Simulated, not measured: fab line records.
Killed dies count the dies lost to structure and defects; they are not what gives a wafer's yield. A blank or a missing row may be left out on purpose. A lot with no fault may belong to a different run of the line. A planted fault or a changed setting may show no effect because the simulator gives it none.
fab line records ; flow n5Finfet
record lots=7; wafers=39
route steps=1938 shown DUMMY_GATE@237 SD_EPI_P@314 SD_ACTIVATION@330 HKMG_FIN@403
startH: hours from the record's opening day to when the first of the lot's shown wafers began ; waitH: how many hours have passed since the lot's step before this one ; " as in the row above ; L1.1+2: one row covering several wafers at once ; - value missing, or start not given ; * or withheld: withheld ; < > ~ a bound
route shown NAME@n: names a module that has steps shown in the file, with the first one's number in the route ; usual: mean/standard deviation taken from wafers without a fault ; same: alike in all rows ; chamber/n: place in a boat ; sites: each site's reading ; _std_site: how widely they spread, as a standard deviation ; _edge_site: inner sites' mean taken away from outer sites' mean ; radiusMm: for every site, how far away it sits from the centre of the wafer ; mask NAME#n: copy n ; behind: the tool/chamber that last shaped the wafer ; hold: what put the lot on hold/how long, in hours/how the hold closed ; device: the n, p or np transistor that did not switch ; end of line: tests run on the same wafers once the route is complete ; for a step that has no rows: nothing shown but its recipe ; killed: the dies lost at the first sort to structure and to defects; this is not the yield of the wafer ; map: shows each die of a wafer: x if killed, . if not, _ if none is there
set.NAME: the setting that was run; set.NAME@STEP: the one run at that earlier step ; model.NAME: the simulator's own value behind a step, which no gauge read
lots whose settings were changed on purpose; a table a step, a row a wafer
## steps
# step N5_DUMMY_GATE_ETCH_37
# recipe chemistry=N2/H2; target=SOC; targetDepthA=600; overetchA=300; tempC=40; ionEnergyEv=200; pressureMtorr=30; sourceW=840; biasW=150; n2FlowSccm=200; h2FlowSccm=200
# usual rfVppV=524.5/1.8
lot.wafer;tool;chamber;startH;waitH;set.sourceW;rfVppV
L074.1;rieDiel-05;3;51.17;0.0;840;524.4
L074.2;rieDiel-05;2;51.17;0.0;840;524.6
L074.3;rieDiel-05;1;51.17;0.0;840;523.8
L074.4;rieDiel-05;0;51.17;0.0;840;524.1
L074.5;rieDiel-05;3;51.17;0.0;840;521.9
L074.6;rieDiel-05;0;51.17;0.0;840;523.9
L075.1;rieDiel-05;3;55.42;0.0;840;521.0
L075.2;rieDiel-05;0;55.42;0.0;840;522.6
L075.6;rieDiel-05;1;55.42;0.0;840;524.5
L081.1;rieDiel-04;3;89.91;0.0;840;523.5
L081.2;rieDiel-04;0;89.91;0.0;840;527.7
L081.3;rieDiel-04;2;89.91;0.0;840;526.2
L081.4;rieDiel-04;1;89.91;0.0;840;524.8
L081.5;rieDiel-04;2;89.91;0.0;840;527.5
L081.6;rieDiel-04;3;89.91;0.0;840;524.9
L088.1;rieDiel-05;0;131.37;0.0;840;523.5
L088.2;rieDiel-05;2;131.37;0.0;840;525.5
L088.3;rieDiel-05;1;131.37;0.0;775.9;538.1
L088.4;rieDiel-05;3;131.37;0.0;775.9;538.3
L088.5;rieDiel-05;3;131.37;0.0;775.9;537.0
L088.6;rieDiel-05;2;131.37;0.0;840;524.0
L086.1;rieDiel-05;3;135.40;0.0;840;522.6
L086.2;rieDiel-05;1;135.40;0.0;840;523.3
L086.3;rieDiel-05;0;135.40;0.0;840;523.7
L086.4;rieDiel-05;2;135.40;0.0;840;524.0
L086.5;rieDiel-05;1;135.40;0.0;840;523.9
L086.6;rieDiel-05;2;135.40;0.0;840;524.3
L092.1;rieDiel-04;3;160.73;0.0;840;524.8
L092.2;rieDiel-04;1;160.73;0.0;840;524.9
L092.3;rieDiel-04;2;160.73;0.0;840;526.4
L092.4;rieDiel-04;0;160.73;0.0;840;527.0
L092.5;rieDiel-04;2;160.73;0.0;840;526.8
L092.6;rieDiel-04;1;160.73;0.0;840;524.6
L096.1;rieDiel-04;0;181.11;0.0;840;528.7
L096.2;rieDiel-04;2;181.11;0.0;960.9;504.0
L096.3;rieDiel-04;3;181.11;0.0;960.9;499.7
L096.4;rieDiel-04;1;181.11;0.0;840;523.5
L096.5;rieDiel-04;1;181.11;0.0;960.9;500.7
L096.6;rieDiel-04;2;181.11;0.0;840;526.5
# step N5_SD_EPI_P_SD_RECESS_17
# recipe chemistry=HBr/Cl2/O2; targetDepthA=391; btTimeS=3; pressureMtorr=10; icpW=800; biasW=112; HBr_flow_sccm=150; Cl2_flow_sccm=80; O2_flow_sccm=12
lot.wafer;tool;chamber;startH;waitH;set.targetDepthA;model.SD_EPI_P.featureDepthNm;model.etch.depthNm
L074.1;rieSi-02;3;59.03;0.0;391;39.4;39.34
L074.2;rieSi-02;0;59.03;0.0;391;39.2;39.25
L074.3;rieSi-02;2;59.03;0.0;391;38.8;38.82
L074.4;rieSi-02;2;59.03;0.0;391;39;39.1
L074.5;rieSi-02;3;59.03;0.0;391;39.2;39.21
L074.6;rieSi-02;0;59.03;0.0;391;39.2;39.27
L075.1;rieSi-02;3;63.15;0.0;391;39.8;39.78
L075.2;rieSi-02;0;63.15;0.0;391;39.2;39.11
L075.6;rieSi-02;0;63.15;0.0;391;39.4;39.4
L081.1+3;rieSi-01;0,2;97.62;0.0;391;38.4;38.49
L081.2;rieSi-01;1;97.62;0.0;391;38.6;38.53
L081.4;rieSi-01;3;97.62;0.0;391;39.8;39.74
L081.5;rieSi-01;1;97.62;0.0;391;38.6;38.59
L081.6;rieSi-01;0;97.62;0.0;391;38.4;38.36
L088.1;rieSi-01;1;138.98;0.0;374.9;37.4;37.36
L088.2+4;rieSi-01;2,0;138.98;0.0;391;39;38.95
L088.3;rieSi-01;3;138.98;0.0;374.9;38.2;38.17
L088.5;rieSi-01;1;138.98;0.0;391;38.8;38.72
L088.6;rieSi-01;0;138.98;0.0;374.9;37.6;37.67
L086.1;rieSi-04;2;142.67;0.0;391;39.2;39.16
L086.2;rieSi-04;3;142.67;0.0;401.7;40.4;40.42
L086.3;rieSi-04;1;142.67;0.0;391;39.4;39.49
L086.4;rieSi-04;0;142.67;0.0;401.7;40.2;40.17
L086.5;rieSi-04;0;142.67;0.0;391;39.2;39.11
L086.6;rieSi-04;3;142.67;0.0;401.7;40.2;40.3
L092.1;rieSi-04;3;167.98;0.0;425.5;42.8;42.75
L092.2;rieSi-04;1;167.98;0.0;425.5;43;43.01
L092.3;rieSi-04;0;167.98;0.0;425.5;42.4;42.44
L092.4;rieSi-04;2;167.98;0.0;391;39.2;39.21
L092.5;rieSi-04;3;167.98;0.0;391;39.4;39.46
L092.6;rieSi-04;2;167.98;0.0;391;39.2;39.23
L096.1;rieSi-02;0;189.36;0.0;391;39;38.91
L096.2;rieSi-02;2;189.36;0.0;391;39.4;39.42
L096.3;rieSi-02;3;189.36;0.0;371.6;37;37.06
L096.4;rieSi-02;0;189.36;0.0;371.6;37.4;37.33
L096.5;rieSi-02;3;189.36;0.0;371.6;36.8;36.86
L096.6;rieSi-02;2;189.36;0.0;391;38.8;38.72
# step N5_SD_EPI_P_EPI_21
# recipe material=SiGe:B; dopant=B; tempC=550; pressureTorr=20; ambient=H2; timeS=355
lot.wafer;tool;chamber;startH;waitH;set.pressureTorr;model.SiGe-B_of_SD_EPI_P_EPI_21.thkNm
L074.1;epiRpcvd-02;0;59.82;0.2;20;60.8
L074.2;epiRpcvd-02;0;59.82;0.2;20;59.8
L074.3;epiRpcvd-02;0;59.82;0.2;20;61
L074.4;epiRpcvd-02;0;59.82;0.2;20;60.4
L074.5+6;epiRpcvd-02;0;59.82;0.2;20;60.2
L075.1;epiRpcvd-04;0;63.81;0.1;20;59.6
L075.2;epiRpcvd-04;0;63.81;0.1;20;60
L075.6;epiRpcvd-04;0;65.61;1.8;20;60.4
L081.1;epiRpcvd-04;0;98.29;0.1;17.54;58
L081.2;epiRpcvd-04;0;98.29;0.1;17.54;58.2
L081.3;epiRpcvd-04;0;98.29;0.1;17.54;57.8
L081.4;epiRpcvd-04;0;98.29;0.1;17.54;57.4
L081.5;epiRpcvd-04;0;98.29;0.1;17.54;58.4
L081.6;epiRpcvd-04;0;98.29;0.1;17.54;58.6
L088.1;epiRpcvd-04;0;139.64;0.1;23.63;65.6
L088.2;epiRpcvd-04;0;139.64;0.1;23.63;65.2
L088.3+6;epiRpcvd-04;0;139.64;0.1;23.63;65.4
L088.4;epiRpcvd-04;0;139.64;0.1;23.63;64.4
L088.5;epiRpcvd-04;0;139.64;0.1;23.63;65
L086.1;epiRpcvd-04;0;143.33;0.1;20;60
L086.2+4;epiRpcvd-04;0;143.33;0.1;20;60.4
L086.3;epiRpcvd-04;0;143.33;0.1;20;59.6
L086.5;epiRpcvd-04;0;143.33;0.1;20;60.2
L086.6;epiRpcvd-04;0;143.33;0.1;20;59.8
L092.1;epiRpcvd-03;0;170.93;2.4;20;61.6
L092.2+6;epiRpcvd-03;0;170.93;2.4;20;61.4
L092.3;epiRpcvd-03;0;170.93;2.4;20;61.2
L092.4;epiRpcvd-03;0;170.93;2.4;20;62
L092.5;epiRpcvd-03;0;170.93;2.4;20;61
L096.1+4;epiRpcvd-02;0;190.02;0.1;18.58;59
L096.2+5;epiRpcvd-02;0;190.02;0.1;18.58;59.8
L096.3;epiRpcvd-02;0;190.02;0.1;18.58;59.2
L096.6;epiRpcvd-02;0;191.82;1.8;18.58;60.4
# step N5_SD_EPI_P_HM_STRIP_48
# recipe chemistry=H3PO4; tempC=160; material=SiNx; target=SiNx; targetDepthA=30; overetchFraction=0.3
# step N5_SD_ACTIVATION_RTA_00
# recipe tempC=975; timeS=0; ambient=N2; idleTempC=600; rampUpCPerS=150; rampDownCPerS=60; coolToC=600
# step N5_SD_ACTIVATION_LSA_01
# recipe tempC=1080; timeS=0.0008; ambient=N2
# step N5_SD_ACTIVATION_RS_MEAS_03
# recipe thkMeasGauge=four-point-probe
# usual RS_SD_N=21.81/0.3; RS_SD_P=56.2/0.84
lot.wafer;tool;chamber;startH;waitH;set.pressureTorr@SD_EPI_P_EPI_21;RS_SD_N[ohm/sq];RS_SD_P[ohm/sq]
L074.1;filmMetro-02;-;63.35;0.2;20;21.41;56.9
L074.2;filmMetro-02;-;63.35;0.2;20;21.62;57.8
L074.3;filmMetro-02;-;63.35;0.2;20;21.58;57.0
L074.4;filmMetro-02;-;63.35;0.2;20;22.09;57.4
L074.5;filmMetro-02;-;63.35;0.2;20;21.82;56.9
L074.6;filmMetro-02;-;63.35;0.2;20;21.69;57.5
L075.1;filmMetro-01;-;66.69;0.2;20;21.86;57.1
L075.2;filmMetro-01;-;66.69;0.2;20;21.42;57.1
L075.6;filmMetro-01;-;66.69;0.2;20;21.57;56.5
L081.1;filmMetro-01;-;101.10;0.2;17.54;21.69;59.9
L081.2;filmMetro-01;-;101.10;0.2;17.54;21.64;59.9
L081.3;filmMetro-01;-;101.10;0.2;17.54;21.38;60.2
L081.4;filmMetro-01;-;101.10;0.2;17.54;21.43;60.6
L081.5;filmMetro-01;-;101.10;0.2;17.54;21.91;59.8
L081.6;filmMetro-01;-;101.10;0.2;17.54;21.94;59.1
L088.1;filmMetro-01;-;142.46;0.2;23.63;21.60;49.5
L088.2;filmMetro-01;-;142.46;0.2;23.63;21.22;50.2
L088.3;filmMetro-01;-;142.46;0.2;23.63;21.63;50.1
L088.4;filmMetro-01;-;142.46;0.2;23.63;21.54;50.6
L088.5;filmMetro-01;-;142.46;0.2;23.63;21.63;50.4
L088.6;filmMetro-01;-;142.46;0.2;23.63;21.51;50.4
L086.1;filmMetro-02;-;146.22;0.2;20;21.76;56.6
L086.2;filmMetro-02;-;146.22;0.2;20;21.78;56.5
L086.3;filmMetro-02;-;146.22;0.2;20;21.73;56.4
L086.4;filmMetro-02;-;146.22;0.2;20;22.49;56.1
L086.5;filmMetro-02;-;146.22;0.2;20;22.21;56.2
L086.6;filmMetro-02;-;146.22;0.2;20;21.56;56.7
L092.1;filmMetro-02;-;173.74;0.2;20;21.93;55.5
L092.2;filmMetro-02;-;173.74;0.2;20;21.89;56.2
L092.3;filmMetro-02;-;173.74;0.2;20;21.97;55.9
L092.4;filmMetro-02;-;173.74;0.2;20;21.81;55.7
L092.5;filmMetro-02;-;173.74;0.2;20;21.97;56.3
L092.6;filmMetro-02;-;173.74;0.2;20;21.77;55.9
L096.1;filmMetro-02;-;192.86;0.2;18.58;21.85;59.0
L096.2;filmMetro-02;-;192.86;0.2;18.58;21.81;57.9
L096.3;filmMetro-02;-;192.86;0.2;18.58;21.77;58.6
L096.4;filmMetro-02;-;192.86;0.2;18.58;21.57;58.2
L096.5;filmMetro-02;-;192.86;0.2;18.58;21.87;57.8
L096.6;filmMetro-02;-;192.86;0.2;18.58;21.68;57.0
# step N5_HKMG_FIN_ETCH_55
# recipe chemistry=N2/H2; target=SOC; targetDepthA=2400; tempC=40; timeS=300; ionEnergyEv=200; maskMaterial=SiARC; pressureMtorr=30; sourceW=840; biasW=150; n2FlowSccm=200; h2FlowSccm=200
lot.wafer;tool;chamber;startH;waitH;set.timeS;model.etch.depthNm;model.HKMG_FIN.featureDepthNm;model.SiARC_of_HKMG_FIN_COAT_42.thkNm
L074.1;rieDiel-03;2;76.61;0.0;300;244.3;244.2;21
L074.2;rieDiel-03;3;76.61;0.0;300;240.5;240.6;21.2
L074.3;rieDiel-03;1;76.61;0.0;300;241.1;241;21
L074.4;rieDiel-03;0;76.61;0.0;300;235.2;235.2;21
L074.5;rieDiel-03;1;76.61;0.0;300;241.3;241.2;21
L074.6;rieDiel-03;2;76.61;0.0;300;243.6;243.6;21
L075.1;rieDiel-03;3;79.57;0.0;300;241.6;241.6;21.2
L075.2;rieDiel-03;0;79.57;0.0;300;234.6;234.6;21.2
L075.6;rieDiel-03;3;79.57;0.0;300;242.8;242.8;21.2
L081.1;rieDiel-06;2;113.85;0.0;270.9;208.3;208.4;22.8
L081.2;rieDiel-06;0;113.85;0.0;300;238;238;21.2
L081.3;rieDiel-06;3;113.85;0.0;270.9;217.3;217.2;22.6
L081.4;rieDiel-06;1;113.85;0.0;300;232.4;232.4;21.6
L081.5;rieDiel-06;3;113.85;0.0;270.9;218.8;218.8;22.4
L081.6;rieDiel-06;2;113.85;0.0;300;232.3;232.4;21.4
L088.1;rieDiel-02;2;156.14;0.0;300;238.1;238;21.2
L088.2;rieDiel-02;0;156.14;0.0;300;231.6;231.6;21
L088.3;rieDiel-02;1;156.14;0.0;353.6;270.9;270.8;19.2
L088.4;rieDiel-02;0;156.14;0.0;300;231.8;231.8;21.2
L088.5;rieDiel-02;2;156.14;0.0;353.6;282.2;282.2;18.6
L088.6;rieDiel-02;1;156.14;0.0;353.6;272.6;272.6;19.2
L086.1;rieDiel-02;1;158.89;0.0;300;227.5;227.4;21.6
L086.2;rieDiel-02;0;158.89;0.0;241;181.8;181.8;24.2
L086.3;rieDiel-02;2;158.89;0.0;241;187.5;187.4;24.2
L086.4;rieDiel-02;1;158.89;0.0;241;183;183;24.2
L086.5;rieDiel-02;2;158.89;0.0;300;236.3;236.2;21
L086.6;rieDiel-02;0;158.89;0.0;300;226.9;226.8;21.4
L092.1;rieDiel-03;2;189.54;0.0;300;238.6;238.6;21.6
L092.2;rieDiel-03;0;189.54;0.0;300;236.1;236;21.2
L092.3;rieDiel-03;1;189.54;0.0;300;243.4;243.4;21
L092.4;rieDiel-03;3;189.54;0.0;300;241.2;241.2;21.4
L092.5;rieDiel-03;3;189.54;0.0;300;242.5;242.4;21.2
L092.6;rieDiel-03;2;189.54;0.0;300;240.6;240.6;21.4
L096.1;rieDiel-03;1;207.27;0.0;355.5;287.9;288;18.4
L096.2;rieDiel-03;2;207.27;0.0;300;240.1;240.2;21.4
L096.3;rieDiel-03;3;207.27;0.0;355.5;283;283;18.8
L096.4;rieDiel-03;0;207.27;0.0;355.5;279;279;18.4
L096.5;rieDiel-03;2;207.27;0.0;300;240.8;240.8;21.2
L096.6;rieDiel-03;1;207.27;0.0;300;244;244;20.8
## key
split step=N5_DUMMY_GATE_ETCH_37; setting=sourceW; stated=840; by=wafer
response step=N5_DUMMY_GATE_ETCH_37; reading=rfVppV; change=-1.73; per=1%; r=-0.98
split step=N5_SD_EPI_P_SD_RECESS_17; setting=targetDepthA; stated=391; by=wafer
response step=N5_SD_EPI_P_SD_RECESS_17; reading=model.SD_EPI_P.featureDepthNm; change=+0.38; per=1%; r=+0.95
response step=N5_SD_EPI_P_SD_RECESS_17; reading=model.etch.depthNm; change=+0.374; per=1%; r=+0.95
split step=N5_SD_EPI_P_EPI_21; setting=pressureTorr; stated=20; by=lot
response step=N5_SD_EPI_P_EPI_21; reading=model.SiGe-B_of_SD_EPI_P_EPI_21.thkNm; change=+0.229; per=1%; r=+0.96
response step=N5_SD_ACTIVATION_RS_MEAS_03; reading=RS_SD_P; change=-0.316; per=1%; r=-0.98
split step=N5_HKMG_FIN_ETCH_55; setting=timeS; stated=300; by=wafer
response step=N5_HKMG_FIN_ETCH_55; reading=model.etch.depthNm; change=+2.28; per=1%; r=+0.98
response step=N5_HKMG_FIN_ETCH_55; reading=model.HKMG_FIN.featureDepthNm; change=+2.28; per=1%; r=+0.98
response step=N5_HKMG_FIN_ETCH_55; reading=model.SiARC_of_HKMG_FIN_COAT_42.thkNm; change=-0.135; per=1%; r=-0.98
